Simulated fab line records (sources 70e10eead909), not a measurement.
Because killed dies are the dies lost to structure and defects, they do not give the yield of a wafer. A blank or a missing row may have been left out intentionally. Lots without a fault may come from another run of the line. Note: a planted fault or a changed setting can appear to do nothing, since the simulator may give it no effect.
Chamber matching || flow nandHarc || 4 sister chambers for NHARC_THIN_TSV_DESCUM_14 on rieDiel-11
The step chemistry O2, time 3 s. 8 wafers are shown with their chamber, then 7 later ones without.

== WAFERS WITH THEIR CHAMBER ==
{"wafer": "L077.1", "chamber": 2, "drypumpMotorCurrentA (A)": 6.4, "oesProductAu (a.u.)": 1.004}
{"wafer": "L078.2", "chamber": 2, "drypumpMotorCurrentA (A)": 6.4, "oesProductAu (a.u.)": 1.002}
{"wafer": "L078.5", "chamber": 3, "drypumpMotorCurrentA (A)": 5.7, "oesProductAu (a.u.)": 1.004}
{"wafer": "L078.6", "chamber": 0, "drypumpMotorCurrentA (A)": 6.1, "oesProductAu (a.u.)": 0.984}
{"wafer": "L085.2", "chamber": 3, "drypumpMotorCurrentA (A)": 5.7, "oesProductAu (a.u.)": 1.018}
{"wafer": "L085.6", "chamber": 1, "drypumpMotorCurrentA (A)": 5.6, "oesProductAu (a.u.)": 1.002}
{"wafer": "L093.1", "chamber": 0, "drypumpMotorCurrentA (A)": 6.2, "oesProductAu (a.u.)": 0.988}
{"wafer": "L093.2", "chamber": 1, "drypumpMotorCurrentA (A)": 5.6, "oesProductAu (a.u.)": 0.989}

== WAFERS WITHOUT THEIR CHAMBER ==
{"wafer": "L093.3", "drypumpMotorCurrentA (A)": 5.7, "oesProductAu (a.u.)": 1.003}
{"wafer": "L092.2", "drypumpMotorCurrentA (A)": 5.7, "oesProductAu (a.u.)": 1.012}
{"wafer": "L092.3", "drypumpMotorCurrentA (A)": 6.2, "oesProductAu (a.u.)": 0.997}
{"wafer": "L092.4", "drypumpMotorCurrentA (A)": 6.4, "oesProductAu (a.u.)": 0.998}
{"wafer": "L096.2", "drypumpMotorCurrentA (A)": 6.2, "oesProductAu (a.u.)": 1.000}
{"wafer": "L096.5", "drypumpMotorCurrentA (A)": 5.6, "oesProductAu (a.u.)": 0.988}
{"wafer": "L096.6", "drypumpMotorCurrentA (A)": 6.2, "oesProductAu (a.u.)": 1.004}

== EACH ONE'S CHAMBER ==
{"wafer": "L093.3", "from the rows above": "can't be placed: 3 or 1", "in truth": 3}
{"wafer": "L092.2", "from the rows above": 3, "in truth": 3}
{"wafer": "L092.3", "from the rows above": 0, "in truth": 0}
{"wafer": "L092.4", "from the rows above": 2, "in truth": 2}
{"wafer": "L096.2", "from the rows above": 0, "in truth": 0}
{"wafer": "L096.5", "from the rows above": 1, "in truth": 1}
{"wafer": "L096.6", "from the rows above": 0, "in truth": 0}
6 of 7 placed correctly. Not placeable from these rows: 1 (in 1, the candidates include the true chamber). 0 placed wrongly.
How it was worked out, from the rows above alone: a wafer's distance from a chamber is the root of the sum, over the readings, of the square of ((its reading less the chamber's mean) divided by the reading's scatter). The wafer belongs to the nearest chamber; if the next one is less than 2 further off, it can't be placed. For every chamber, the mean is computed from those of its wafers that are shown. How the scatter is found: for the shown wafers, subtract from each reading the mean of its chamber, square and add these, divide the total by (wafers less chambers), then take the root.
